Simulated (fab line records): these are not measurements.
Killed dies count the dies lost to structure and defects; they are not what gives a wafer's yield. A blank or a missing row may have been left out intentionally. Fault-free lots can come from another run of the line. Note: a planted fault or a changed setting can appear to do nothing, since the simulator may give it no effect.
Chamber matching :: flow n5 finfet :: N5_FIN_SAQP_PECVD_48 on pecvd-03: 3 sister chambers
The step deposits SiNx from SiH4/NH3/N2, target thk 25 nm, time 22.1 s. 6 wafers are shown with their chamber, then 7 later ones without.

WAFERS PAIRED WITH THEIR CHAMBERS
wafer: L078.6
chamber: 2
throttle valve pct (%): 44.4
showerhead plenum p Torr (Torr): 5.19

wafer: L079.1
chamber: 0
throttle valve pct (%): 38.8
showerhead plenum p Torr (Torr): 5.15

wafer: L079.2
chamber: 1
throttle valve pct (%): 45.9
showerhead plenum p Torr (Torr): 5.12

wafer: L079.5
chamber: 0
throttle valve pct (%): 39.2
showerhead plenum p Torr (Torr): 5.16

wafer: L081.3
chamber: 1
throttle valve pct (%): 46.1
showerhead plenum p Torr (Torr): 5.14

wafer: L081.5
chamber: 2
throttle valve pct (%): 44.1
showerhead plenum p Torr (Torr): 5.18

WAFERS MISSING THEIR CHAMBER
wafer: L081.6
throttle valve pct (%): 46.1
showerhead plenum p Torr (Torr): 5.13

wafer: L083.3
throttle valve pct (%): 46.2
showerhead plenum p Torr (Torr): 5.14

wafer: L083.4
throttle valve pct (%): 44.1
showerhead plenum p Torr (Torr): 5.18

wafer: L083.5
throttle valve pct (%): 45.8
showerhead plenum p Torr (Torr): 5.16

wafer: L095.1
throttle valve pct (%): 44.2
showerhead plenum p Torr (Torr): 5.18

wafer: L095.4
throttle valve pct (%): 39.3
showerhead plenum p Torr (Torr): 5.15

wafer: L095.5
throttle valve pct (%): 44.0
showerhead plenum p Torr (Torr): 5.21

CHAMBER TAKEN BY EACH
wafer: L081.6
from the rows above: 1
in truth: 1

wafer: L083.3
from the rows above: 1
in truth: 1

wafer: L083.4
from the rows above: 2
in truth: 2

wafer: L083.5
from the rows above: 1
in truth: 1

wafer: L095.1
from the rows above: 2
in truth: 2

wafer: L095.4
from the rows above: 0
in truth: 0

wafer: L095.5
from the rows above: 2
in truth: 2
Correct placement for 7 of the 7. Can't be placed from these rows: 0. 0 placed wrongly.
How it was worked out, from the rows above alone: a wafer's distance from a chamber is the root of the sum, over the readings, of the square of ((its reading less the chamber's mean) divided by the reading's scatter). The wafer belongs to the nearest chamber; if the next one is less than 2 further off, it can't be placed. Each chamber's mean is taken over the wafers shown for it. The scatter is the square root of a quotient: the sum, over the shown wafers, of each reading's squared deviation from its chamber's mean, divided by wafers minus chambers.
